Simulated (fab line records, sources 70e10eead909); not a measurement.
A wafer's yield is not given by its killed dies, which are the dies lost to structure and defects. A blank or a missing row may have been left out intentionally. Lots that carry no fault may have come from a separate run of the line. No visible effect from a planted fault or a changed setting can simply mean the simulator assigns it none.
fab line records	flow nand-harc
record lots=13	wafers=36	last-day=25
route steps=1159 shown A_SLIT@796 A_WL_FILL@811 END@1159
lots untouched by any fault: they come from a run of this same line in which no faults occurred
start-h: the number of hours between the record's first day and the start of the first shown wafer of the lot	wait-h: hours since the lot's step before	" repeats the value in the row above	L1.1+2: several wafers, shown together as one row	- no value, or no start given	* or withheld: withheld	< > ~ a bound
route shown NAME@n: a module of which the file shows steps, and the number in the route of the first	usual: average and standard deviation across the fault-free wafers	same: alike in all rows	chamber/n: place in a boat	sites: the reading at each site	_std_site: the standard deviation of these	_edge_site: inner sites' mean taken away from outer sites' mean	radius-mm: how far each site lies from the wafer's centre	mask NAME#n: copy n	behind: the most recent tool/chamber to have shaped the wafer	hold: why the lot went on hold/how many hours it stayed there/how the hold came to an end	device: the n, p or np transistor that did not switch	end of line: the route-end tests of the same wafers	a step without rows: its recipe alone	killed: the dies lost at the first sort to structure and to defects; this is not the yield of the wafer	map: a wafer's dies, x killed, . not, _ none there
set.NAME: the setting as run; set.NAME@STEP: as run at that earlier step	model.NAME: the simulator's own value behind a step, which no gauge read
a sample of lots followed through the steps of the route, with each step as a table and each wafer as a row
services: from which hour (start-h, from the record's first day; less than 0 if before it) a tool's chamber was out of use, for how many hours, and why
## steps
# step NHARC_A_SLIT_ETCH_17
# recipe bias-v=900	source-w=withheld	pressure-mtorr=20	ar-flow-sccm=375	c4f8-flow-sccm=83.3	o2-flow-sccm=41.7	time-s=1687.5	target-depth-a=1.01e+05	chemistry=C4F8/O2/Ar
# usual drypump-motor-current-A=6.2/0.33	showerhead-plenum-p-Torr=3.69/0.16	throttle-valve-pct=32.046/0.0098
lot.wafer	tool	chamber	start-h	wait-h	drypump-motor-current-A	rf-hours-counter-h	showerhead-plenum-p-Torr	throttle-valve-pct
L557.1	har-etch-02	0	309.23	-	6.1	163	3.48	32.046
L557.3	"	0	"	"	6.1	-	3.48	32.053
L557.6	"	1	"	"	6.6	-	3.85	32.042
L560.4	har-etch-02	0	331.07	-	6.1	-	3.47	32.040
L560.3	"	1	"	"	6.6	-	3.84	32.026
L560.6	"	0	"	"	6.2	-	3.48	32.058
L558.2	har-etch-02	0	332.25	-	6.1	181	3.47	32.038
L558.3	"	0	"	"	6.1	-	3.47	32.046
L558.5	"	0	"	"	6.1	-	3.47	32.026
L562.2	har-etch-02	0	348.27	-	6.2	187	3.47	32.056
L562.4	"	0	"	"	6.1	-	3.47	32.044
L562.3	"	1	"	"	6.6	-	3.83	32.044
L563.2	har-etch-01	1	366.65	-	5.7	19	3.79	32.040
L563.3	"	1	"	"	5.7	-	3.79	32.033
L567.2	har-etch-02	1	380.06	-	6.6	194	3.83	32.054
L567.3	"	1	"	"	6.6	-	3.83	32.028
L566.1	har-etch-02	1	383.42	-	6.6	197	3.83	32.042
L566.3	"	1	"	"	6.6	-	3.83	32.062
L570.2	har-etch-02	1	407.67	-	6.6	210	3.82	32.056
L570.3	"	1	"	"	6.6	-	3.82	32.041
L570.5	"	0	"	"	6.1	-	3.46	32.051
L569.1	har-etch-01	0	408.31	-	6.0	38	3.78	32.049
L569.3	"	1	"	"	5.7	-	3.78	32.046
L569.6	"	1	"	"	5.7	-	3.78	32.047
L571.2	har-etch-02	0	409.35	-	6.2	211	3.46	32.054
L571.4	"	1	"	"	6.6	-	3.82	32.027
L571.5	"	0	"	"	6.1	-	3.46	32.037
L573.2	har-etch-01	1	412.24	-	5.7	39	3.78	32.059
L573.5	"	0	"	"	6.0	-	3.78	32.047
L573.6	"	1	"	"	5.7	-	3.77	32.045
L577.1	har-etch-01	0	444.50	-	6.0	54	3.77	32.053
L577.2	"	1	"	"	5.7	54	3.77	32.049
L577.4	"	0	"	"	6.0	-	3.77	32.046
L579.2	har-etch-02	1	464.66	-	6.6	232	3.81	32.034
L579.5	"	0	"	"	6.1	-	3.45	32.036
L579.6	"	1	"	"	6.6	-	3.81	32.051
# step NHARC_A_WL_FILL_ALD_02
# recipe target-thk-a=20	pulse-time-s=3	ald-cycles=100	temp-c=450	material=TiN
# usual heater-power-w=1108/84	precursor-pulse-height-rel=1.001/0.02
lot.wafer	tool	chamber	start-h	wait-h	heater-power-w	precursor-pulse-height-rel
L557.1	ald-metal-02	3	320.25	0.2	1291	0.982
L557.3	"	0	"	"	1017	1.011
L557.6	"	0	"	"	1028	0.971
L558.3	ald-metal-02	1	341.49	0.1	1210	0.974
L558.2	"	2	"	"	1167	1.016
L558.5	"	1	"	"	1182	0.999
L560.3	ald-metal-04	1	341.50	0.1	1066	1.013
L560.4	"	3	"	"	1001	1.006
L560.6	"	2	"	"	1109	1.011
L562.3	ald-metal-04	1	358.35	0.1	1060	1.014
L562.4	"	2	"	"	1138	0.950
L562.2	"	0	"	"	1145	1.024
L563.2	ald-metal-04	0	377.35	0.2	1160	1.022
L563.3	"	1	"	"	1092	0.966
L567.2	ald-metal-02	0	390.73	0.2	951	1.015
L567.3	"	2	"	"	1124	1.020
L566.3	ald-metal-03	1	394.13	0.2	1103	1.011
L566.1	"	2	"	"	1064	1.042
L570.2	ald-metal-04	3	418.46	0.2	1050	0.966
L570.3	"	0	"	"	1090	1.012
L570.5	"	2	"	"	1135	1.006
L569.1	ald-metal-03	3	418.60	0.2	1066	1.024
L569.3	"	1	"	"	1106	1.016
L569.6	"	2	"	"	1088	0.962
L571.4	ald-metal-02	1	418.73	0.1	1187	1.025
L571.2	"	3	"	"	1241	1.015
L571.5	"	1	"	"	1175	1.010
L573.2	ald-metal-02	3	423.20	0.2	1275	1.000
L573.6	"	3	"	"	1271	1.023
L573.5	"	0	"	"	947	0.992
L577.2	ald-metal-02	1	453.48	0.2	1176	1.025
L577.1	"	3	"	"	1285	1.021
L577.4	"	0	"	"	960	1.041
L579.2	ald-metal-04	1	473.80	0.2	1130	0.992
L579.6	"	3	"	"	1070	1.020
L579.5	"	1	"	"	1088	0.991
# step NHARC_A_WL_FILL_ETCHBACK_16
# recipe target-depth-a=880	time-s=17.6	c4f8-flow-sccm=withheld	o2-flow-sccm=8	ar-flow-sccm=withheld	rf-w=600	bias-w=800	chemistry=C4F8/O2/Ar
# usual oes-product-au=0.99/0.032	rf-vpp-V=724/3.9	run-length-s=38.8/0.4
lot.wafer	tool	chamber	start-h	wait-h	oes-product-au	rf-hours-counter-h	rf-vpp-V	run-length-s
L557.3	rie-diel-11	0	339.52	-	0.99	9.0	722	38.3
L557.1	"	3	"	"	1.01	8.3	722	39.0
L557.6	"	0	"	"	1.00	-	723	38.3
L558.2	rie-diel-12	3	359.13	-	0.94	4.0	728	38.6
L558.3	"	0	"	"	0.92	4.4	723	38.5
L558.5	"	3	"	"	0.94	-	728	38.6
L560.3	rie-diel-11	2	359.13	-	0.97	10.2	722	39.0
L560.4	"	0	"	"	1.00	10.3	722	38.8
L560.6	"	2	"	"	0.97	-	722	39.2
L562.3	rie-diel-06	3	376.24	-	1.00	4.2	726	38.7
L562.2	"	0	"	"	1.00	4.2	725	39.3
L562.4	"	1	"	"	0.98	4.5	726	38.5
L563.3	rie-diel-12	3	392.20	-	1.04	0.0	728	24.5
L563.2	"	1	"	"	1.02	0.1	729	24.4
L567.2	rie-diel-12	3	413.40	-	0.99	0.5	727	24.5
L567.3	"	0	"	"	0.97	0.4	723	24.0
L566.3	rie-diel-12	0	433.74	-	1.02	0.8	725	24.1
L566.1	"	3	"	"	1.02	0.8	727	39.0
L570.2	rie-diel-11	3	436.83	-	1.01	4.0	720	39.2
L570.3	"	1	"	"	1.00	4.5	720	38.5
L570.5	"	0	"	"	1.02	-	722	38.2
L569.3	rie-diel-06	1	437.38	-	1.00	0.1	725	38.4
L569.1	"	3	"	"	1.01	0.1	725	38.8
L569.6	"	1	"	"	1.00	-	726	38.0
L573.2	rie-diel-06	0	441.28	-	0.99	0.2	725	39.4
L573.6	"	2	"	"	1.02	-	732	38.5
L573.5	"	3	"	"	1.00	-	725	39.3
L571.2	rie-diel-11	0	441.31	-	1.03	5.3	723	38.1
L571.4	"	1	"	"	0.99	5.4	720	38.6
L571.5	"	1	"	"	0.99	-	719	38.3
L577.1	rie-diel-06	0	473.09	-	1.01	1.5	724	39.1
L577.4	"	1	"	"	1.00	1.6	726	38.3
L577.2	"	2	"	"	1.01	1.6	731	38.1
L579.2	rie-diel-06	1	490.78	-	1.00	2.4	724	38.0
L579.5	"	3	"	"	1.02	-	724	39.0
L579.6	"	0	"	"	0.98	-	725	39.5
# step NHARC_A_WL_FILL_ALD_19
# recipe target-thk-a=20	pulse-time-s=3	ald-cycles=100	temp-c=450	material=TiN
# usual heater-power-w=1097/90	precursor-pulse-height-rel=1.002/0.02
lot.wafer	tool	chamber	start-h	wait-h	heater-power-w	precursor-pulse-height-rel
L557.3	ald-metal-04	2	345.19	0.1	1120	0.992
L557.1	"	3	"	"	998	0.996
L557.6	"	2	"	"	1139	0.975
L558.2	ald-metal-04	3	365.00	0.1	1010	0.966
L558.3	"	1	"	"	1089	1.003
L558.5	"	2	"	"	1161	1.002
L560.4	ald-metal-03	1	365.01	0.1	1065	0.982
L560.3	"	0	"	"	1008	1.001
L560.6	"	1	"	"	1107	1.020
L562.4	ald-metal-04	3	381.82	0.1	1004	1.020
L562.2	"	0	"	"	1139	1.026
L562.3	"	2	"	"	1142	0.999
L563.3	ald-metal-04	1	398.19	0.1	1058	1.014
L563.2	"	2	"	"	1141	0.985
L567.2	ald-metal-02	0	417.28	0.1	952	1.018
L567.3	"	1	"	"	1155	1.008
L566.3	ald-metal-02	2	439.42	0.1	1133	0.995
L566.1	"	1	"	"	1145	1.007
L570.3	ald-metal-02	1	443.01	0.1	1145	0.989
L570.2	"	2	"	"	1145	1.019
L570.5	"	0	"	"	965	1.040
L569.1	ald-metal-04	2	443.03	0.1	1134	1.058
L569.3	"	3	"	"	1039	0.977
L569.6	"	0	"	"	1132	0.991
L573.2	ald-metal-02	0	447.15	0.1	959	1.002
L573.5	"	3	"	"	1290	1.008
L573.6	"	0	"	"	936	1.020
L571.2	ald-metal-02	2	447.30	0.2	1130	0.984
L571.4	"	3	"	"	1309	0.992
L571.5	"	0	"	"	923	0.980
L577.4	ald-metal-02	0	478.60	0.1	943	0.996
L577.1	"	1	"	"	1168	1.022
L577.2	"	2	"	"	1138	1.035
L579.2	ald-metal-02	0	494.59	0.1	976	1.016
L579.5	"	3	"	"	1313	0.999
L579.6	"	0	"	"	958	0.982
# step NHARC_END_SORT_01
# recipe temp-c=25
# usual killed-at-array=30/10	killed-at-other=0.5/0.82	killed-at-periphery=2.9/2	killed-dies=34/11	killed-open=3.2/1.8	killed-short=2.0/1.4
# same gross-dies=677
lot.wafer	tool	chamber	start-h	wait-h	killed-at-array	killed-at-other	killed-at-periphery	killed-dies	killed-open	killed-short
L563.2	prober-01	0	482.63	2.8	672	1	4	677	4	2
L563.3	prober-01	0	483.42	3.1	661	5	11	677	5	1
L567.2	prober-01	0	503.33	2.8	674	0	3	677	5	5
L567.3	prober-01	0	504.13	3.1	674	1	2	677	2	1
L566.1	prober-02	0	516.02	2.5	40	0	3	43	8	1
L566.3	prober-02	0	517.60	3.1	673	0	4	677	4	1
# killed by level:class
L563.2 A_WL_FILL:area-etchback=647 A_CONTACT:chamber-film-flake=11 A_CHANNEL_HOLE_D1:chamber-film-flake=4 P_CONTACT:chamber-film-flake=3 A_STAIRCASE:chamber-film-flake=3 A_CHANNEL_HOLE_D1:geometric-particle:open=1 A_CHANNEL_FILL_D1:geometric-particle:short=1 A_WL_FILL:geometric-particle:open=1
L563.3 A_WL_FILL:area-etchback=634 A_CONTACT:chamber-film-flake=13 P_CONTACT:chamber-film-flake=8 A_WL_FILL:chamber-film-flake=4 THIN_TSV:chamber-film-flake=4 A_CHANNEL_HOLE_D1:chamber-film-flake=3 P_M0:geometric-particle:open=2 A_CONTACT:geometric-particle:open=2
L567.2 A_WL_FILL:area-etchback=641 A_SLIT:chamber-film-flake=11 A_CHANNEL_HOLE_D1:chamber-film-flake=6 A_STAIRCASE:chamber-film-flake=5 A_M0:geometric-particle:short=2 P_ZERO_WELL:chamber-film-flake=2 P_M0:geometric-particle:open=1 A_CHANNEL_HOLE_D1:geometric-particle:open=1
L567.3 A_WL_FILL:area-etchback=656 A_SLIT:chamber-film-flake=7 A_CHANNEL_HOLE_D1:chamber-film-flake=6 A_CONTACT:chamber-film-flake=2 A_WL_FILL:geometric-particle:open=1 STARTING-WAFER:geometric-particle:open=1 P_ZERO_WELL:chamber-film-flake=1 P_M1:chamber-film-flake=1
L566.1 A_SLIT:chamber-film-flake=14 A_CHANNEL_HOLE_D1:chamber-film-flake=10 A_STAIRCASE:chamber-film-flake=5 A_CONTACT:geometric-particle:open=3 A_CONTACT:chamber-film-flake=3 A_CHANNEL_FILL_D1:geometric-particle:open=2 P_CONTACT:geometric-particle:open=1 P_M0:geometric-particle:open=1
L566.3 A_WL_FILL:area-etchback=638 A_CHANNEL_HOLE_D1:chamber-film-flake=15 A_SLIT:chamber-film-flake=14 A_STAIRCASE:chamber-film-flake=3 P_STI:chamber-film-flake=2 P_CONTACT:geometric-particle:open=1 P_M1:geometric-particle:open=1 A_CHANNEL_FILL_D1:geometric-particle:short=1
## services
tool	chamber	start-h	hours	kind
rie-diel-06	-	303.65	2.1	repair
har-etch-01	-	305.00	17.0	pm
rie-diel-12	1	317.76	4.1	repair
ald-metal-03	-	322.00	10.0	pm
rie-diel-06	3	327.83	2.6	repair
rie-diel-11	2	328.41	1.9	repair
ald-metal-02	0	330.63	3.2	repair
rie-diel-11	1	333.14	14.5	repair
rie-diel-12	2	344.64	4.8	repair
ald-metal-02	3	352.27	2.4	repair
ald-metal-02	-	354.61	2.8	repair
rie-diel-11	0	360.85	3.8	repair
ald-metal-02	-	364.00	10.0	pm
ald-metal-02	0	364.00	10.0	vent-cycle
ald-metal-02	1	364.00	10.0	vent-cycle
ald-metal-02	2	364.00	10.0	vent-cycle
rie-diel-11	-	366.50	9.0	pm
rie-diel-12	-	379.40	9.0	pm
ald-metal-04	-	406.00	10.0	pm
ald-metal-03	0	410.25	14.4	repair
ald-metal-03	-	417.13	1.3	repair
rie-diel-06	-	418.20	9.0	pm
rie-diel-12	-	428.78	2.9	repair
ald-metal-03	-	444.64	12.5	repair
## key
first-sign step=NHARC_A_WL_FILL_ETCHBACK_16	reading=run-length-s	direction=down	sigmas=36	usual=*	struck=*
effect step=NHARC_END_SORT_01	reading=killed-at-array	direction=up	sigmas=62	usual=30	struck=671
more-kills-born-at NHARC_A_WL_FILL_ETCHBACK_16@rie-diel-12=3216
met-at NHARC_A_WL_FILL_ETCHBACK_16
struck-lots L563,L566,L567
struck-wafers L563.2,L563.3,L566.3,L567.2,L567.3
later-rows-left-out L563.2,L563.3,L566.3,L567.2,L567.3
tester-left-out L563,L566,L567
not-acting-at NHARC_A_SLIT_ETCH_17,NHARC_A_WL_FILL_ALD_02,NHARC_A_WL_FILL_ALD_19
onset-between 359.13 392.20
fault kind=process-parameter-drift	tool=rie-diel-12	chamber=-	onset-h=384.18	steps=NHARC_A_WL_FILL_ETCHBACK_16	channel=time-s	offset=*	shape=step	end-h=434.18	scope=struck-wafers-only	acts-in=*	stated=*
# tester-left-out: of these lots the tester's yield and bins aren't shown, on N5 and GAA mostly nor the transistor test; their killed dies are dies lost to structure and defects alone, not to doping, threshold or leakage, so they don't give the yield
# later-rows-left-out: the simulator's readings of these wafers behind a module that went badly wrong aren't trusted and aren't shown, but for the sort
